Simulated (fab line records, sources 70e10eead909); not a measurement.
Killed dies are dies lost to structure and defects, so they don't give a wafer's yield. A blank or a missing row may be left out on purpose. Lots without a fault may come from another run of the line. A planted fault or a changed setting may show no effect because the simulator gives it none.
fab line records | flow nand_harc | part 2 of 2: steps 22 to 34 of 34
record lots=5 wafers=15 last_day=32
route steps=1302 shown A_STAIRCASE@861 A_SGD_CUT@890
lots that met no fault: from a run of the same line without faults
start_h: hours from the record's first day to the start of the lot's first wafer shown | wait_h: hours since the lot's step before | " the same as in the row above | L1.1+2: a row that stands for several wafers | - no value, or no start given | * or withheld: withheld | < > ~ a bound
route shown NAME@n: a module of which the file shows steps, and the number in the route of the first | usual: mean/standard deviation of fault-free wafers | same: alike in all rows | chamber/n: place in a boat | sites: the reading at each site | _std_site: their standard deviation | _edge_site: outer sites' mean less inner sites' | radius_mm: how far each site lies from the wafer's centre | mask NAME#n: copy n | behind: the tool/chamber that last shaped the wafer | hold: why the lot was held/for how many hours/how that ended | device: the transistor (n, p or np) that didn't switch | end of line: the same wafers' tests at the end of the route | a step without rows: its recipe alone | killed: dies lost to structure and defects at the first sort, not the wafer's yield | map: a wafer's dies, x killed, . not, _ none there
set.NAME: the setting as run; set.NAME@STEP: as run at that earlier step | model.NAME: the simulator's own value behind a step, which no gauge read
lots at some steps of the route; a table a step, a row a wafer
services: from which hour (start_h, from the record's first day; less than 0 if before it) a tool's chamber was out of use, for how many hours, and why
## steps
# step NHARC_A_STAIRCASE_DEP_471
# recipe target_thk_a=1000 temp_c=400 pressure_torr=6.5 rf_w=900 teos_flow_sccm=161.4 flow_sccm=2650 target_thk_nm=100 gas=O2 material=SiO2
# usual heater_power_outer_w=285/47 heater_power_w=523/69 rf_fwd_power_W=896/3.1 throttle_valve_pct=15.9/0.56
# columns lot.wafer tool chamber start_h wait_h heater_power_outer_w heater_power_w rf_fwd_power_W throttle_valve_pct
L077.2 pecvd-02 1 456.05 - 269 507 894 16.5
L077.3 " 0 " " 366 632 896 16.3
L077.6 " 1 " " 266 533 896 16.7
L089.2 pecvd-01 1 572.86 - 240 422 894 15.5
L089.1 " 0 " " 306 522 898 15.9
L089.4 " 1 " " 249 432 896 15.7
L088.2 pecvd-02 2 573.07 - 321 531 902 15.4
L088.4 " 2 " " 321 531 901 15.0
L088.5 " 0 " " 307 574 897 16.2
L093.3 pecvd-01 0 627.09 - 343 598 894 16.1
L093.2 " 2 " " 303 595 895 16.6
L093.5 " 0 " " 337 588 895 16.3
L094.2 pecvd-01 0 646.21 - 281 499 895 16.3
L094.5 " 2 " " 260 528 901 16.6
L094.6 " 1 " " 299 520 893 16.1
# step NHARC_A_STAIRCASE_CMP_472
# recipe material=SiO2
# usual motor_current_A=11.6/1.2 retaining_ring_pressure_frac=1.000/0.0055
# columns lot.wafer tool chamber start_h wait_h motor_current_A retaining_ring_pressure_frac
L077.3 cmp-01 2 456.33 0.2 12.3 0.990
L077.2 " 3 " " 10.7 0.996
L077.6 " 2 " " 11.3 1.000
L089.2 cmp-01 2 573.13 0.2 12.1 0.997
L089.4 " 3 " " 10.2 0.998
L089.1 " 1 " " 13.1 0.997
L088.4 cmp-02 1 573.34 0.2 14.7 0.992
L088.2 " 3 " " 11.0 1.000
L088.5 " 0 " " 12.5 0.998
L093.3 cmp-03 1 627.36 0.2 9.8 1.010
L093.2 " 2 " " 11.3 1.003
L093.5 " 1 " " 9.6 1.016
L094.2 cmp-03 3 646.51 0.3 11.9 1.002
L094.6 " 1 " " 9.6 0.997
L094.5 " 2 " " 11.0 0.999
# step NHARC_A_STAIRCASE_SRD_474
# columns lot.wafer tool chamber start_h wait_h
L077.6+3+2 wet_bench-02 4,7,0 456.59 0.0
L089.1+4+2 wet_bench-09 7,1,3 573.39 0.0
L088.4+5+2 wet_bench-02 3,4,7 573.58 0.0
L093.5+2+3 wet_bench-05 4,6,7 627.63 0.0
L094.5+2+6 wet_bench-05 7,0,2 646.73 0.0
# step NHARC_A_STAIRCASE_INSPECT_155
# usual raw_defect_count=436/110
# columns lot.wafer tool chamber start_h wait_h raw_defect_count
L077.2 defect_inspect-02 - 456.67 0.1 599
L077.3 " - " " 367
L077.6 " - " " 393
L089.1 defect_inspect-02 - 573.47 0.1 312
L089.2 " - " " 593
L089.4 " - " " 486
L088.2 defect_inspect-01 - 573.66 0.1 314
L088.4 " - " " 354
L088.5 " - " " 232
L093.2 defect_inspect-01 - 627.70 0.1 372
L093.3 " - " " 426
L093.5 " - " " 459
L094.2 defect_inspect-02 - 646.81 0.1 604
L094.5 " - " " 373
L094.6 " - " " 396
# step NHARC_A_SGD_CUT_DEP_00
# recipe target_thk_a=500 temp_c=400 target_thk_nm=50 flow_sccm=200 rf_w=450 material=SiNx
# usual heater_power_outer_w=405/75 heater_power_w=678/96 rf_fwd_power_W=448.3/1.4
# columns lot.wafer tool chamber start_h wait_h heater_power_outer_w heater_power_w rf_fwd_power_W
L077.2 pecvd-01 2 456.73 0.1 425 749 448.6
L077.3 " 1 " " 441 696 448.0
L077.6 " 1 " " 441 698 447.7
L089.2 pecvd-01 0 573.54 0.1 411 659 448.1
L089.1 " 1 " " 430 677 448.1
L089.4 " 0 " " 420 679 446.0
L088.2 pecvd-04 0 573.75 0.1 348 557 446.1
L088.5 " 2 " " 357 657 445.8
L088.4 " 0 " " 340 554 446.8
L093.2 pecvd-04 2 627.80 0.1 351 648 447.7
L093.3 " 0 " " 430 671 448.0
L093.5 " 2 " " 356 643 447.7
L094.2 pecvd-01 2 646.93 0.1 403 723 449.2
L094.5 " 1 " " 400 646 448.8
L094.6 " 2 " " 392 727 449.7
# step NHARC_A_SGD_CUT_DEHYDRATE_01
# recipe temp_c=150 time_s=120
# usual exhaust_pa=45.1/0.81
# columns lot.wafer tool chamber start_h wait_h exhaust_pa
L077.2 litho_track-04 0 457.01 0.2 44.5
L077.3 " 0 " " 44.6
L077.6 " 0 " " 44.8
L089.1 litho_track-01 0 573.81 0.2 46.3
L089.2 " 0 " " 46.5
L089.4 " 0 " " 45.4
L088.2 litho_track-04 0 574.00 0.2 46.0
L088.4 " 0 " " 45.6
L088.5 " 0 " " 45.5
L093.2 litho_track-04 0 628.04 0.2 45.4
L093.3 " 0 " " 45.9
L093.5 " 0 " " 45.8
L094.2 litho_track-01 0 647.15 0.2 45.6
L094.5 " 0 " " 44.5
L094.6 " 0 " " 44.7
# step NHARC_A_SGD_CUT_HMDS_02
# recipe time_s=30
# usual exhaust_pa=45.1/0.94
# columns lot.wafer tool chamber start_h wait_h exhaust_pa
L077.2 litho_track-04 0 - - 46.4
L077.3 " 0 " " 44.4
L077.6 " 0 " " 46.1
L089.1 litho_track-01 0 - - 44.6
L089.2 " 0 " " 46.1
L089.4 " 0 " " 45.7
L088.2 litho_track-04 0 - - 45.1
L088.4 " 0 " " 46.1
L088.5 " 0 " " 46.9
L093.2 litho_track-04 0 - - 44.8
L093.3 " 0 " " 45.8
L093.5 " 0 " " 45.7
L094.2 litho_track-01 0 - - 44.0
L094.5 " 0 " " 46.1
L094.6 " 0 " " 44.4
# step NHARC_A_SGD_CUT_COAT_56
# recipe temp_c=260 time_s=75
# usual exhaust_pa=45.1/0.93
# columns lot.wafer tool chamber start_h wait_h exhaust_pa
L077.2 litho_track-04 0 - - 45.3
L077.3 " 0 " " 45.8
L077.6 " 0 " " 45.1
L089.1 litho_track-01 0 - - 45.9
L089.2 " 0 " " 45.6
L089.4 " 0 " " 45.7
L088.2 litho_track-04 0 - - 46.5
L088.4 " 0 " " 46.0
L088.5 " 0 " " 46.0
L093.2 litho_track-04 0 - - 45.4
L093.3 " 0 " " 45.3
L093.5 " 0 " " 46.4
L094.2 litho_track-01 0 - - 45.4
L094.5 " 0 " " 45.7
L094.6 " 0 " " 45.1
# step NHARC_A_SGD_CUT_COAT_57
# recipe temp_c=225 time_s=65
# usual exhaust_pa=45.1/0.8
# columns lot.wafer tool chamber start_h wait_h exhaust_pa
L077.2 litho_track-04 0 - - 46.0
L077.3 " 0 " " 45.6
L077.6 " 0 " " 44.1
L089.1 litho_track-01 0 - - 44.8
L089.2 " 0 " " 44.4
L089.4 " 0 " " 46.5
L088.2 litho_track-04 0 - - 45.0
L088.4 " 0 " " 45.1
L088.5 " 0 " " 45.5
L093.2 litho_track-04 0 - - 44.0
L093.3 " 0 " " 45.2
L093.5 " 0 " " 44.1
L094.2 litho_track-01 0 - - 44.8
L094.5 " 0 " " 44.1
L094.6 " 0 " " 44.8
# step NHARC_A_SGD_CUT_COAT_03
# recipe spin_rpm=1500 resist_thk_nm=90
# usual exhaust_pa=45.0/0.95
# columns lot.wafer tool chamber start_h wait_h exhaust_pa
L077.2 litho_track-04 0 - - 46.4
L077.3 " 0 " " 45.8
L077.6 " 0 " " 45.5
L089.1 litho_track-01 0 - - 45.8
L089.2 " 0 " " 45.4
L089.4 " 0 " " 44.4
L088.2 litho_track-04 0 - - 44.9
L088.4 " 0 " " 45.4
L088.5 " 0 " " 44.9
L093.2 litho_track-04 0 - - 44.6
L093.3 " 0 " " 45.3
L093.5 " 0 " " 44.5
L094.2 litho_track-01 0 - - 44.2
L094.5 " 0 " " 45.9
L094.6 " 0 " " 42.7
# step NHARC_A_SGD_CUT_SOFTBAKE_04
# recipe temp_c=105 time_s=55
# usual exhaust_pa=45.1/0.84
# columns lot.wafer tool chamber start_h wait_h exhaust_pa
L077.2 litho_track-04 0 - - 45.3
L077.3 " 0 " " 43.9
L077.6 " 0 " " 44.7
L089.1 litho_track-01 0 - - 45.1
L089.2 " 0 " " 45.3
L089.4 " 0 " " 45.2
L088.2 litho_track-04 0 - - 44.6
L088.4 " 0 " " 46.0
L088.5 " 0 " " 44.8
L093.2 litho_track-04 0 - - 44.1
L093.3 " 0 " " 45.1
L093.5 " 0 " " 43.8
L094.2 litho_track-01 0 - - 45.9
L094.5 " 0 " " 45.2
L094.6 " 0 " " 45.8
# step NHARC_A_SGD_CUT_EBR_05
# usual exhaust_pa=45.1/0.86
# columns lot.wafer tool chamber start_h wait_h exhaust_pa
L077.2 litho_track-04 0 - - 45.9
L077.3 " 0 " " 45.5
L077.6 " 0 " " 46.0
L089.1 litho_track-01 0 - - 44.0
L089.2 " 0 " " 45.0
L089.4 " 0 " " 44.6
L088.2 litho_track-04 0 - - 45.5
L088.4 " 0 " " 44.5
L088.5 " 0 " " 45.0
L093.2 litho_track-04 0 - - 43.9
L093.3 " 0 " " 44.5
L093.5 " 0 " " 46.5
L094.2 litho_track-01 0 - - 45.2
L094.5 " 0 " " 45.3
L094.6 " 0 " " 45.6
# step NHARC_A_SGD_CUT_EXPOSE_06
# recipe na=1.35 dose_mj=85.59 mask_id=SGD
# columns lot.wafer tool chamber start_h wait_h mask
L077.2+3+6 arfi_scanner-03 0 457.20 - SGD#0
L089.1+2+4 arfi_scanner-01 0 574.11 - SGD#0
L088.2+4+5 arfi_scanner-02 0 574.31 - SGD#0
L093.2+3+5 arfi_scanner-03 0 628.36 - SGD#0
L094.2+5+6 arfi_scanner-01 0 647.46 - SGD#0
## services
# columns tool chamber start_h hours kind
litho_track-07 - 426.00 7.0 pm
rie_diel-13 0 428.43 10.0 repair
rie_diel-11 - 435.73 9.0 pm
rie_diel-10 1 447.44 2.5 repair
litho_track-03 - 450.00 7.0 pm
cmp-01 - 462.97 1.6 repair
rie_diel-13 1 490.52 16.3 repair
pecvd-01 - 492.45 13.0 pm
cmp-01 - 501.87 4.0 pm
litho_track-01 - 505.00 7.0 pm
rie_diel-11 1 513.47 17.3 repair
rie_diel-13 - 519.02 9.0 pm
wet_bench-09 - 528.80 8.0 pm
rie_diel-13 1 533.64 5.1 repair
wet_bench-09 - 544.83 0.7 repair
rie_diel-10 - 552.61 1.2 repair
litho_track-04 - 553.00 7.0 pm
wet_bench-09 - 586.91 2.6 repair
wet_bench-02 - 596.02 8.0 pm
rie_diel-10 - 597.98 9.0 pm
litho_track-07 - 601.00 7.0 pm
rie_diel-11 - 612.78 9.0 pm
litho_track-03 - 625.00 7.0 pm
rie_diel-11 0 642.34 14.4 repair
